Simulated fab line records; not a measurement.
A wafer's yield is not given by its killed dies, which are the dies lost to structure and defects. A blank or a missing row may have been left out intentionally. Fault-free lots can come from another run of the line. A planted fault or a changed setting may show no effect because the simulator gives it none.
Chamber matching | flow n5-finfet | rie-diel-04 running N5_HKMG_FIN_ETCH_67: 4 sister chambers
The step etches SOC in N2/H2, stops on TiN, target depth 388.9 nm. 14 wafers are shown with their chamber, then 7 later ones without.

WAFERS, EACH WITH ITS CHAMBER
wafer  | chamber | showerhead-plenum-p-Torr (Torr) | throttle-valve-pct (%) | oes-product-au (a.u.)
L074.2 | 0       | 2.58                            | 17.52                  | 0.79
L074.3 | 3       | 2.44                            | 17.69                  | 0.80
L074.5 | 0       | 2.58                            | 17.51                  | 0.80
L075.3 | 3       | 2.44                            | 17.65                  | 0.80
L075.5 | 2       | 2.59                            | 17.81                  | 0.95
L075.6 | 3       | 2.44                            | 17.68                  | 0.79
L078.1 | 2       | 2.59                            | 17.81                  | 0.94
L078.3 | 0       | 2.57                            | 17.53                  | 0.79
L078.6 | 2       | 2.59                            | 17.81                  | 0.94
L084.1 | 3       | 2.43                            | 17.70                  | 0.78
L084.4 | 0       | 2.57                            | 17.54                  | 0.78
L084.6 | 1       | 2.44                            | 18.03                  | 0.73
L085.1 | 1       | 2.44                            | 18.04                  | 0.73
L085.2 | 3       | 2.43                            | 17.70                  | 0.77

SIGNATURES (averages over the wafers above)
reading                  | chamber 0 | chamber 1 | chamber 2 | chamber 3 | scatter within a chamber
showerhead-plenum-p-Torr | 2.5750    | 2.4400    | 2.5900    | 2.4360    | 0.00469
throttle-valve-pct       | 17.5250   | 18.0350   | 17.8100   | 17.6840   | 0.0151
oes-product-au           | 0.7900    | 0.7300    | 0.9433    | 0.7880    | 0.00973
Rule: a wafer lies at a distance from a chamber equal to the root of the sum of squares, over the readings, of (its reading less the chamber's mean, divided by the reading's scatter). If the next closest chamber is less than 2 further off than the closest, the wafer can't be placed; otherwise it belongs to the closest. The scatter is the square root of a quotient: the sum, over the shown wafers, of each reading's squared deviation from its chamber's mean, divided by wafers minus chambers.

WAFERS WITH NO CHAMBER GIVEN
wafer  | showerhead-plenum-p-Torr (Torr) | throttle-valve-pct (%) | oes-product-au (a.u.)
L085.4 | 2.57                            | 17.56                  | 0.78
L086.2 | 2.43                            | 18.04                  | 0.72
L086.4 | 2.57                            | 17.55                  | 0.77
L086.6 | 2.57                            | 17.55                  | 0.77
L094.4 | 2.43                            | 17.73                  | 0.76
L094.5 | 2.56                            | 17.58                  | 0.76
L094.6 | 2.43                            | 18.07                  | 0.72

EACH ONE'S CHAMBER
wafer  | from the rows above | in truth
L085.4 | 0                   | 0
L086.2 | 1                   | 1
L086.4 | 0                   | 0
L086.6 | 0                   | 0
L094.4 | 3                   | 3
L094.5 | 0                   | 0
L094.6 | 1                   | 1
Placed correctly: 7 of 7. Can't be placed from these rows: 0. Number placed wrongly: 0.
